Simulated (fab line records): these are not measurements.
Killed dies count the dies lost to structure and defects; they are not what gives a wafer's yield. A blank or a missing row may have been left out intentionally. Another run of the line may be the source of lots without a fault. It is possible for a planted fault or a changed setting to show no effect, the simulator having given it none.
fab line records -- flow nandHarc -- part 1 of 2: steps 1 to 4 of 6
record: lots: 19, wafers: 57, lastDay: 25
route steps=1159 shown A_STAIRCASE@592
lots with no fault: from the same line, run without faults
startH: start of the lot's first displayed wafer, in hours after the record's first day -- waitH: hours since the lot's step before -- " repeats the value in the row above -- L1.1+2: a single row standing in for several wafers -- - no value, or no start was given -- * or withheld: withheld -- < > ~ a bound
route shown NAME@n: NAME is a module with steps in the file, n the number in the route of the first one -- usual: mean and standard deviation over wafers with no fault -- same: alike in all rows -- chamber/n: place in a boat -- sites: per-site readings -- _std_site: their standard deviation -- _edge_site: inner sites' mean taken away from outer sites' mean -- radiusMm: for every site, how far away it sits from the centre of the wafer -- mask NAME#n: copy n -- behind: the last tool/chamber to shape the wafer -- hold: reason for holding the lot/hours on hold/outcome of the hold -- device: transistor that didn't switch, given as n, p or np -- end of line: tests run on the same wafers once the route is complete -- for a step that has no rows: nothing shown but its recipe -- killed: dies that structure and defects cost at the first sort, which is not the same as the wafer's yield -- map: shows each die of a wafer: x if killed, . if not, _ if none is there
set.NAME: setting as actually run; set.NAME@STEP: the setting as run at that earlier step -- model.NAME: the simulator's own value behind a step, which no gauge read
the route's steps for a sample of lots (tables are steps, rows are wafers)
services: when a tool's chamber went out of use (startH, in hours from the record's first day, below 0 if earlier), for how many hours, and the reason
== steps ==
step: NHARC_A_STAIRCASE_TRIM_198
recipe: timeS: 211.2, o2FlowSccm: 500, arFlowSccm: 0, biasW: 0, chemistry: O2
usual: drypumpMotorCurrentA: 6.1/0.35, oesProductAu: 1.000/0.0097, rfVppV: 57.8/0.94, showerheadPlenumPTorr: 3.56/0.13, throttleValvePct: 17.036/0.0085
same: biasW: 0
lot.wafer,tool,chamber,startH,waitH,drypumpMotorCurrentA,oesProductAu,rfHoursCounterH,rfVppV,showerheadPlenumPTorr,throttleValvePct
L075.3,rieDiel-07,1,-,-,5.5,1.011,0,57.5,3.50,17.050
L075.1,rieDiel-07,0,-,-,6.3,1.005,0,58.3,3.69,17.041
L075.6,rieDiel-07,2,-,-,6.0,1.001,-,58.2,3.77,17.049
L078.4,rieDiel-06,1,-,-,6.2,1.004,4,57.0,3.51,17.037
L078.3,rieDiel-06,2,-,-,6.4,0.995,4,58.0,3.60,17.042
L078.1,rieDiel-06,0,-,-,6.4,1.009,3,57.4,3.37,17.050
L077.4,rieDiel-06,1,-,-,6.2,1.010,6,56.6,3.51,17.029
L077.2,rieDiel-06,3,-,-,5.7,1.007,5,58.7,3.60,17.041
L077.5,rieDiel-06,1,-,-,6.2,1.007,-,58.0,3.51,17.049
L080.2,rieDiel-07,1,-,-,5.5,1.018,13,58.4,3.49,17.017
L080.6,rieDiel-07,2,-,-,6.1,1.015,-,58.9,3.76,17.043
L080.5,rieDiel-07,3,-,-,5.5,0.989,-,58.7,3.69,17.041
L081.1,rieDiel-06,1,-,-,6.3,0.999,14,58.2,3.51,17.040
L081.4,rieDiel-06,3,-,-,5.7,1.007,13,56.8,3.60,17.045
L081.6,rieDiel-06,2,-,-,6.5,0.995,-,56.1,3.59,17.051
L082.3,rieDiel-02,2,-,-,6.3,0.985,53,58.9,3.60,17.039
L082.2,rieDiel-02,3,-,-,5.8,0.996,54,57.2,3.28,17.030
L082.5,rieDiel-02,1,-,-,6.7,0.994,-,56.5,3.67,17.034
L083.1,rieDiel-06,3,-,-,5.7,1.005,20,55.9,3.60,17.045
L083.3,rieDiel-06,0,-,-,6.4,1.014,21,56.2,3.36,17.032
L083.2,rieDiel-06,2,-,-,6.4,1.006,16,59.4,3.59,17.037
L085.1,rieDiel-07,0,-,-,6.3,1.011,23,57.7,3.68,17.026
L085.3,rieDiel-07,3,-,-,5.5,0.980,23,58.1,3.68,17.030
L085.6,rieDiel-07,2,-,-,6.1,1.017,-,58.7,3.76,17.046
L084.1,rieDiel-06,2,-,-,6.4,0.981,16,57.0,3.59,17.029
L084.2,rieDiel-06,1,-,-,6.2,1.007,21,57.9,3.51,17.031
L084.6,rieDiel-06,3,-,-,5.8,1.001,-,58.6,3.60,17.040
L086.1,rieDiel-06,1,-,-,6.3,1.011,27,58.0,3.50,17.038
L086.4,rieDiel-06,0,-,-,6.3,1.016,-,56.7,3.36,17.031
L086.6,rieDiel-06,3,-,-,5.7,1.003,-,57.1,3.59,17.040
L087.4,rieDiel-07,0,-,-,6.3,1.002,32,57.1,3.67,17.037
L087.3,rieDiel-07,3,-,-,5.5,0.989,31,58.9,3.67,17.040
L087.5,rieDiel-07,1,-,-,5.4,1.003,-,58.8,3.49,17.044
L089.3,rieDiel-06,3,-,-,5.7,1.007,31,57.1,3.59,17.030
L089.5,rieDiel-06,3,-,-,5.8,0.997,-,57.9,3.59,17.038
L089.6,rieDiel-06,0,-,-,6.4,1.012,-,56.6,3.36,17.041
L090.3,rieDiel-06,1,-,-,6.3,1.001,34,58.3,3.50,17.032
L090.1,rieDiel-06,2,-,-,6.4,0.987,29,57.1,3.58,17.044
L090.6,rieDiel-06,1,-,-,6.2,1.004,-,57.5,3.50,17.031
L091.3,rieDiel-02,2,-,-,6.3,0.985,4,56.9,3.59,17.029
L091.1,rieDiel-02,1,-,-,6.7,1.004,4,57.1,3.66,17.035
L091.4,rieDiel-02,2,-,-,6.3,0.997,-,57.8,3.59,17.032
L093.2,rieDiel-06,3,-,-,5.8,1.001,41,58.2,3.58,17.028
L093.4,rieDiel-06,1,-,-,6.3,1.009,41,55.9,3.49,17.026
L093.5,rieDiel-06,2,-,-,6.5,0.992,-,56.9,3.58,17.037
L094.1,rieDiel-06,3,-,-,5.8,1.002,42,59.0,3.58,17.034
L094.3,rieDiel-06,2,-,-,6.4,0.988,36,58.6,3.58,17.045
L094.5,rieDiel-06,3,-,-,5.7,1.001,-,59.6,3.58,17.048
L096.1,rieDiel-06,2,-,-,6.4,0.995,39,58.3,3.58,17.044
L096.6,rieDiel-06,1,-,-,6.2,1.006,-,57.1,3.49,17.031
L096.5,rieDiel-06,2,-,-,6.5,0.994,-,57.8,3.58,17.017
L095.2,rieDiel-02,1,-,-,6.7,1.010,16,58.4,3.66,17.029
L095.3,rieDiel-02,2,-,-,6.3,1.004,16,58.4,3.59,17.043
L095.1,rieDiel-02,3,-,-,5.8,0.993,17,58.4,3.80,17.048
L097.2,rieDiel-02,2,-,-,6.3,0.990,24,58.7,3.58,17.026
L097.3,rieDiel-02,3,-,-,5.8,0.994,24,57.1,3.79,17.024
L097.5,rieDiel-02,2,-,-,6.3,1.002,-,57.0,3.58,17.018
step: NHARC_A_STAIRCASE_TRIM_226
recipe: timeS: 211.2, o2FlowSccm: 500, arFlowSccm: 0, biasW: 0, chemistry: O2
usual: drypumpMotorCurrentA: 6.1/0.37, oesProductAu: 1.000/0.012, rfVppV: 57.9/0.91, showerheadPlenumPTorr: 3.55/0.14, throttleValvePct: 17.037/0.0097
same: biasW: 0
lot.wafer,tool,chamber,startH,waitH,drypumpMotorCurrentA,oesProductAu,rfHoursCounterH,rfVppV,showerheadPlenumPTorr,throttleValvePct
L075.1,rieDiel-06,1,-,-,6.3,0.989,61,56.0,3.52,17.025
L075.3,rieDiel-06,0,-,-,6.3,1.005,62,57.5,3.37,17.039
L075.6,rieDiel-06,1,-,-,6.2,1.005,-,57.2,3.52,17.036
L078.3,rieDiel-02,3,-,-,5.9,0.993,43,58.0,3.28,17.028
L078.1,rieDiel-02,0,-,-,5.7,0.985,43,58.5,3.27,17.049
L078.4,rieDiel-02,1,-,-,6.7,0.993,38,58.5,3.68,17.035
L077.2,rieDiel-02,0,-,-,5.7,0.984,44,57.9,3.27,17.033
L077.4,rieDiel-02,1,-,-,6.7,0.997,39,57.6,3.68,17.047
L077.5,rieDiel-02,1,-,-,6.7,0.992,-,58.3,3.68,17.046
L080.2,rieDiel-06,1,-,-,6.3,1.020,11,58.2,3.51,17.072
L080.5,rieDiel-06,0,-,-,6.4,1.010,-,58.1,3.37,17.047
L080.6,rieDiel-06,1,-,-,6.3,1.010,-,58.3,3.51,17.020
L081.4,rieDiel-02,1,-,-,6.7,0.996,48,59.1,3.67,17.030
L081.1,rieDiel-02,0,-,-,5.7,0.963,53,58.8,3.27,17.035
L081.6,rieDiel-02,1,-,-,6.7,0.983,-,57.7,3.67,17.030
L082.2,rieDiel-02,0,-,-,5.7,0.981,56,57.2,3.27,17.025
L082.3,rieDiel-02,3,-,-,5.8,0.993,58,57.0,3.27,17.040
L082.5,rieDiel-02,0,-,-,5.7,0.988,-,56.9,3.27,17.039
L083.3,rieDiel-07,1,-,-,5.4,1.016,18,58.1,3.49,17.026
L083.1,rieDiel-07,3,-,-,5.5,0.989,24,57.5,3.68,17.031
L083.2,rieDiel-07,0,-,-,6.3,1.009,25,58.6,3.68,17.017
L085.3,rieDiel-07,3,-,-,5.5,0.992,25,59.9,3.68,17.035
L085.1,rieDiel-07,0,-,-,6.3,1.011,25,58.3,3.68,17.047
L085.6,rieDiel-07,1,-,-,5.5,1.007,-,58.2,3.49,17.030
L084.1,rieDiel-06,0,-,-,6.3,1.011,23,57.8,3.36,17.044
L084.2,rieDiel-06,1,-,-,6.2,1.007,22,58.1,3.50,17.028
L084.6,rieDiel-06,1,-,-,6.2,1.003,-,56.1,3.50,17.027
L086.4,rieDiel-07,0,-,-,6.3,1.005,34,59.0,3.67,17.036
L086.1,rieDiel-07,2,-,-,6.0,0.996,32,58.6,3.75,17.057
L086.6,rieDiel-07,3,-,-,5.4,0.979,-,59.1,3.67,17.043
L087.4,rieDiel-06,3,-,-,5.7,1.003,29,58.7,3.59,17.031
L087.3,rieDiel-06,2,-,-,6.4,0.997,24,55.7,3.58,17.045
L087.5,rieDiel-06,0,-,-,6.4,1.015,-,58.0,3.36,17.032
L089.3,rieDiel-06,0,-,-,6.3,1.026,34,56.3,3.35,17.030
L089.6,rieDiel-06,2,-,-,6.5,0.993,-,58.7,3.58,17.016
L089.5,rieDiel-06,3,-,-,5.8,1.000,-,57.3,3.59,17.032
L090.3,rieDiel-02,2,-,-,6.3,1.000,2,57.1,3.59,17.047
L090.1,rieDiel-02,1,-,-,6.7,1.013,2,57.2,3.66,17.026
L090.6,rieDiel-02,1,-,-,6.7,1.018,-,58.7,3.66,17.028
L091.3,rieDiel-06,2,-,-,6.4,0.987,31,57.9,3.58,17.032
L091.1,rieDiel-06,3,-,-,5.8,1.000,38,57.4,3.58,17.043
L091.4,rieDiel-06,0,-,-,6.4,1.011,38,56.9,3.35,17.051
L093.4,rieDiel-07,0,-,-,6.3,1.020,52,58.0,3.66,17.033
L093.2,rieDiel-07,3,-,-,5.5,0.994,48,58.1,3.67,17.036
L093.5,rieDiel-07,0,-,-,6.3,1.008,-,58.9,3.66,17.047
L094.1,rieDiel-06,3,-,-,5.8,0.996,43,56.3,3.58,17.033
L094.3,rieDiel-06,1,-,-,6.3,0.999,43,57.0,3.49,17.034
L094.5,rieDiel-06,2,-,-,6.5,0.989,-,59.1,3.58,17.045
L096.1,rieDiel-06,1,-,-,6.2,1.009,44,57.5,3.49,17.040
L096.6,rieDiel-06,0,-,-,6.4,1.011,-,57.4,3.35,17.037
L096.5,rieDiel-06,1,-,-,6.3,1.009,-,57.8,3.49,17.031
L095.2,rieDiel-06,0,-,-,6.4,1.014,47,57.6,3.35,17.028
L095.3,rieDiel-06,1,-,-,6.3,1.009,46,57.3,3.49,17.047
L095.1,rieDiel-06,2,-,-,6.4,0.985,41,57.7,3.58,17.053
L097.2,rieDiel-06,1,-,-,6.2,1.014,54,57.6,3.49,17.047
L097.3,rieDiel-06,2,-,-,6.5,0.988,48,57.4,3.57,17.048
L097.5,rieDiel-06,1,-,-,6.2,1.013,-,57.7,3.49,17.041
step: NHARC_A_STAIRCASE_ETCH_292
recipe: cf4FlowSccm: 100, chf3FlowSccm: 30, arFlowSccm: 0, rfW: 500, biasW: 200, chemistry: CF4/CHF3
usual: biasW: 199.9/0.57, drypumpMotorCurrentA: 5.9/0.39, oesProductAu: 0.946/0.025, rfVppV: 371.6/2.2, showerheadPlenumPTorr: 1.60/0.062, throttleValvePct: 16.802/0.0083
lot.wafer,tool,chamber,startH,waitH,biasW,drypumpMotorCurrentA,oesProductAu,rfHoursCounterH,rfVppV,showerheadPlenumPTorr,throttleValvePct
L075.3,rieDiel-07,1,248.18,0.1,200.3,5.4,1.018,5,370.5,1.56,16.813
L075.1,rieDiel-07,3,248.18,0.1,199.8,5.4,0.949,4,372.1,1.65,16.791
L075.6,rieDiel-07,2,248.18,0.1,200.7,6.0,0.987,-,373.8,1.68,16.795
L078.4,rieDiel-07,0,267.69,0.1,200.6,6.3,0.936,11,373.2,1.65,16.805
L078.3,rieDiel-07,1,267.69,0.1,199.7,5.4,0.943,11,368.7,1.56,16.806
L078.1,rieDiel-07,3,267.69,0.1,200.1,5.5,0.914,11,374.5,1.65,16.794
L077.4,rieDiel-06,0,272.19,0.1,200.0,6.3,0.963,8,368.1,1.50,16.808
L077.2,rieDiel-06,2,272.19,0.1,199.8,6.4,0.974,8,372.1,1.60,16.803
L077.5,rieDiel-06,3,272.19,0.1,200.7,5.8,0.957,-,372.0,1.61,16.809
L080.2,rieDiel-02,3,283.92,0.5,200.2,5.9,0.911,51,366.7,1.46,16.799
L080.5,rieDiel-02,3,283.92,0.5,199.5,5.9,0.921,-,365.7,1.46,16.792
L080.6,rieDiel-02,0,283.92,0.5,199.7,5.7,0.911,-,366.0,1.46,16.790
L081.1,rieDiel-07,3,295.13,0.2,200.7,5.5,0.938,21,371.7,1.64,16.804
L081.6,rieDiel-07,0,295.13,0.2,199.7,6.3,0.952,-,373.1,1.64,16.796
L081.4,rieDiel-07,2,295.13,0.2,199.9,6.0,0.953,-,372.7,1.68,16.810
L082.2,rieDiel-07,3,305.55,0.2,200.5,5.5,0.907,25,372.9,1.64,16.799
L082.3,rieDiel-07,0,305.55,0.2,200.0,6.3,0.923,26,372.9,1.64,16.793
L082.5,rieDiel-07,1,305.55,0.2,200.2,5.4,0.922,-,369.2,1.56,16.791
L083.1,rieDiel-07,2,311.17,0.1,199.7,6.0,0.924,26,374.3,1.68,16.815
L083.2,rieDiel-07,3,311.17,0.1,199.6,5.5,0.913,26,372.0,1.64,16.797
L083.3,rieDiel-07,1,311.17,0.1,199.6,5.4,0.941,21,369.6,1.56,16.791
L085.3,rieDiel-06,1,313.07,0.1,200.8,6.2,0.973,22,371.9,1.56,16.811
L085.1,rieDiel-06,2,313.07,0.1,201.0,6.4,0.963,18,372.7,1.60,16.800
L085.6,rieDiel-06,0,313.07,0.1,199.5,6.3,0.966,-,369.6,1.50,16.812
L084.2,rieDiel-07,2,314.28,0.1,200.9,6.0,0.923,27,374.0,1.68,16.802
L084.1,rieDiel-07,0,314.28,0.1,198.7,6.3,0.931,28,372.6,1.64,16.793
L084.6,rieDiel-07,1,314.28,0.1,200.0,5.5,0.932,-,369.8,1.56,16.811
L086.1,rieDiel-07,0,337.92,0.4,198.9,6.3,0.931,38,373.4,1.64,16.803
L086.4,rieDiel-07,1,337.92,0.4,200.0,5.4,0.942,31,370.1,1.55,16.791
L086.6,rieDiel-07,3,337.92,0.4,200.2,5.4,0.913,-,372.8,1.64,16.818
L087.3,rieDiel-06,2,338.30,0.1,200.1,6.4,0.953,28,371.2,1.60,16.815
L087.4,rieDiel-06,0,338.30,0.1,198.6,6.4,0.995,34,370.2,1.49,16.808
L087.5,rieDiel-06,3,338.30,0.1,199.3,5.7,0.959,-,372.3,1.60,16.797
L089.3,rieDiel-07,1,345.66,0.2,199.9,5.4,0.930,34,369.9,1.55,16.803
L089.5,rieDiel-07,2,345.66,0.2,200.8,6.0,0.927,-,373.7,1.67,16.807
L089.6,rieDiel-07,3,345.66,0.2,198.9,5.5,0.916,-,372.4,1.64,16.800
L090.1,rieDiel-06,1,354.71,0.1,199.3,6.2,0.945,36,370.5,1.56,16.818
L090.3,rieDiel-06,0,354.71,0.1,200.2,6.3,0.936,38,368.3,1.49,16.782
L090.6,rieDiel-06,2,354.71,0.1,200.0,6.4,0.910,-,371.4,1.60,16.782
L091.3,rieDiel-06,0,360.73,0.1,200.7,6.4,0.939,41,369.0,1.49,16.802
L091.1,rieDiel-06,1,360.73,0.1,198.8,6.2,0.951,40,369.9,1.56,16.800
L091.4,rieDiel-06,0,360.73,0.1,200.2,6.4,0.947,-,367.1,1.49,16.806
L093.2,rieDiel-07,3,374.91,0.1,199.5,5.5,0.935,50,372.8,1.63,16.799
L093.4,rieDiel-07,0,374.91,0.1,199.7,6.3,0.959,54,373.2,1.63,16.800
L093.5,rieDiel-07,0,374.91,0.1,199.8,6.3,0.955,-,370.8,1.63,16.798
L094.1,rieDiel-07,0,376.67,0.1,200.4,6.3,0.969,55,373.8,1.63,16.801
L094.3,rieDiel-07,1,376.67,0.1,200.2,5.4,0.984,46,370.0,1.55,16.793
L094.5,rieDiel-07,3,376.67,0.1,200.7,5.5,0.957,-,373.2,1.63,16.803
L096.1,rieDiel-06,0,385.55,0.1,199.6,6.3,0.970,50,367.6,1.49,16.811
L096.5,rieDiel-06,1,385.55,0.1,200.4,6.2,0.955,-,370.0,1.56,16.799
L096.6,rieDiel-06,2,385.55,0.1,199.5,6.5,0.930,-,370.1,1.59,16.800
L095.1,rieDiel-07,2,387.61,0.1,200.4,6.0,0.932,53,373.4,1.67,16.800
L095.3,rieDiel-07,3,387.61,0.1,200.1,5.5,0.910,55,372.6,1.63,16.795
L095.2,rieDiel-07,0,387.61,0.1,199.4,6.3,0.936,59,373.2,1.63,16.799
L097.3,rieDiel-02,3,405.81,0.5,200.5,5.8,0.928,30,374.7,1.69,16.796
L097.2,rieDiel-02,0,405.81,0.5,201.0,5.7,0.929,13,374.3,1.70,16.805
L097.5,rieDiel-02,2,405.81,0.5,200.4,6.3,0.940,-,371.6,1.60,16.805
step: NHARC_A_STAIRCASE_HM_OPEN_460
recipe: o2FlowSccm: 400, cosFlowSccm: 20, arFlowSccm: 0, rfW: 500, biasW: 300, chemistry: O2/COS
usual: biasW: 300.0/0.94, drypumpMotorCurrentA: 6.0/0.4, oesProductAu: 1.002/0.011, rfVppV: 468.3/2.7, showerheadPlenumPTorr: 3.18/0.12, throttleValvePct: 28.329/0.0082
lot.wafer,tool,chamber,startH,waitH,biasW,drypumpMotorCurrentA,oesProductAu,rfHoursCounterH,rfVppV,showerheadPlenumPTorr,throttleValvePct
L075.1,rieDiel-07,1,-,-,298.5,5.4,1.021,5,467.9,3.10,28.335
L075.3,rieDiel-07,0,-,-,299.8,6.3,1.008,5,470.2,3.27,28.332
L075.6,rieDiel-07,1,-,-,299.2,5.4,1.012,-,465.3,3.10,28.333
L078.4,rieDiel-07,2,-,-,300.2,6.1,1.016,11,471.3,3.33,28.337
L078.1,rieDiel-07,3,-,-,300.4,5.4,0.988,11,469.9,3.26,28.336
L078.3,rieDiel-07,1,-,-,300.9,5.4,1.012,11,468.1,3.09,28.325
L077.4,rieDiel-06,1,-,-,298.9,6.3,1.003,9,467.3,3.11,28.331
L077.2,rieDiel-06,3,-,-,298.5,5.7,0.994,8,467.8,3.19,28.332
L077.5,rieDiel-06,1,-,-,299.9,6.2,0.997,-,466.6,3.11,28.337
L080.2,rieDiel-02,1,-,-,300.1,6.7,0.991,47,470.1,3.25,28.327
L080.5,rieDiel-02,0,-,-,301.3,5.7,0.996,-,460.7,2.89,28.323
L080.6,rieDiel-02,1,-,-,299.5,6.7,1.008,-,469.7,3.25,28.339
L081.1,rieDiel-07,0,-,-,298.9,6.3,1.011,21,470.7,3.26,28.313
L081.6,rieDiel-07,2,-,-,300.9,6.1,1.003,-,471.1,3.33,28.337
L081.4,rieDiel-07,0,-,-,301.9,6.3,1.017,-,471.3,3.26,28.322
L082.3,rieDiel-07,3,-,-,300.7,5.4,0.986,25,469.9,3.26,28.330
L082.2,rieDiel-07,1,-,-,300.5,5.5,1.013,19,466.6,3.09,28.337
L082.5,rieDiel-07,0,-,-,299.4,6.3,1.017,-,468.9,3.26,28.328
L083.3,rieDiel-07,3,-,-,298.7,5.5,0.987,26,469.8,3.25,28.330
L083.1,rieDiel-07,0,-,-,300.2,6.3,0.997,27,468.8,3.25,28.334
L083.2,rieDiel-07,2,-,-,300.3,6.0,1.004,26,471.5,3.33,28.327
L085.3,rieDiel-06,3,-,-,299.9,5.7,0.986,23,470.1,3.18,28.327
L085.1,rieDiel-06,1,-,-,300.4,6.2,1.007,22,465.9,3.10,28.344
L085.6,rieDiel-06,3,-,-,300.9,5.7,0.990,-,469.6,3.18,28.338
L084.1,rieDiel-07,2,-,-,301.5,6.1,1.003,27,470.6,3.32,28.325
L084.2,rieDiel-07,3,-,-,301.3,5.5,0.979,27,469.6,3.26,28.329
L084.6,rieDiel-07,0,-,-,301.2,6.3,1.007,-,470.0,3.25,28.326
L086.1,rieDiel-07,1,-,-,299.4,5.4,1.001,31,467.5,3.08,28.345
L086.4,rieDiel-07,3,-,-,297.7,5.5,0.979,37,470.9,3.25,28.336
L086.6,rieDiel-07,1,-,-,298.9,5.4,1.004,-,465.7,3.08,28.325
L087.4,rieDiel-06,0,-,-,300.8,6.4,1.014,34,464.3,2.97,28.326
L087.3,rieDiel-06,3,-,-,301.0,5.7,1.004,34,469.0,3.17,28.327
L087.5,rieDiel-06,1,-,-,299.8,6.2,1.010,-,465.4,3.10,28.330
L089.3,rieDiel-07,1,-,-,298.5,5.4,1.009,34,467.2,3.08,28.327
L089.5,rieDiel-07,0,-,-,300.4,6.3,1.006,-,469.1,3.25,28.335
L089.6,rieDiel-07,1,-,-,299.9,5.4,1.005,-,466.7,3.08,28.328
L090.1,rieDiel-06,0,-,-,299.1,6.3,1.012,38,462.7,2.96,28.343
L090.3,rieDiel-06,3,-,-,298.8,5.7,1.004,38,467.8,3.17,28.315
L090.6,rieDiel-06,0,-,-,298.8,6.3,1.015,-,464.0,2.96,28.326
L091.3,rieDiel-06,1,-,-,300.0,6.3,1.007,40,466.6,3.09,28.322
L091.1,rieDiel-06,0,-,-,299.2,6.3,1.003,41,463.5,2.96,28.330
L091.4,rieDiel-06,1,-,-,300.6,6.3,1.008,-,466.1,3.09,28.320
L093.4,rieDiel-07,1,-,-,301.1,5.4,1.004,46,467.0,3.08,28.335
L093.2,rieDiel-07,2,-,-,300.9,6.0,0.998,48,471.4,3.31,28.317
L093.5,rieDiel-07,1,-,-,301.1,5.5,1.003,-,465.1,3.08,28.326
L094.3,rieDiel-07,3,-,-,300.2,5.5,0.996,51,469.5,3.24,28.327
L094.1,rieDiel-07,0,-,-,301.5,6.3,1.020,55,469.7,3.24,28.338
L094.5,rieDiel-07,1,-,-,300.4,5.4,1.008,-,466.3,3.07,28.317
L096.1,rieDiel-06,3,-,-,300.8,5.7,1.015,49,469.1,3.17,28.325
L096.5,rieDiel-06,1,-,-,299.3,6.2,1.005,-,467.0,3.09,28.330
L096.6,rieDiel-06,2,-,-,298.7,6.4,0.982,-,468.2,3.16,28.317
L095.2,rieDiel-07,3,-,-,298.9,5.5,0.995,55,468.9,3.24,28.317
L095.1,rieDiel-07,0,-,-,301.1,6.3,1.012,59,470.4,3.24,28.325
L095.3,rieDiel-07,1,-,-,300.9,5.4,1.004,50,467.0,3.07,28.328
L097.2,rieDiel-02,2,-,-,300.1,6.3,1.010,29,467.3,3.17,28.316
L097.3,rieDiel-02,3,-,-,298.4,5.8,1.001,30,472.6,3.36,28.328
L097.5,rieDiel-02,1,-,-,299.8,6.7,1.002,-,468.6,3.23,28.321
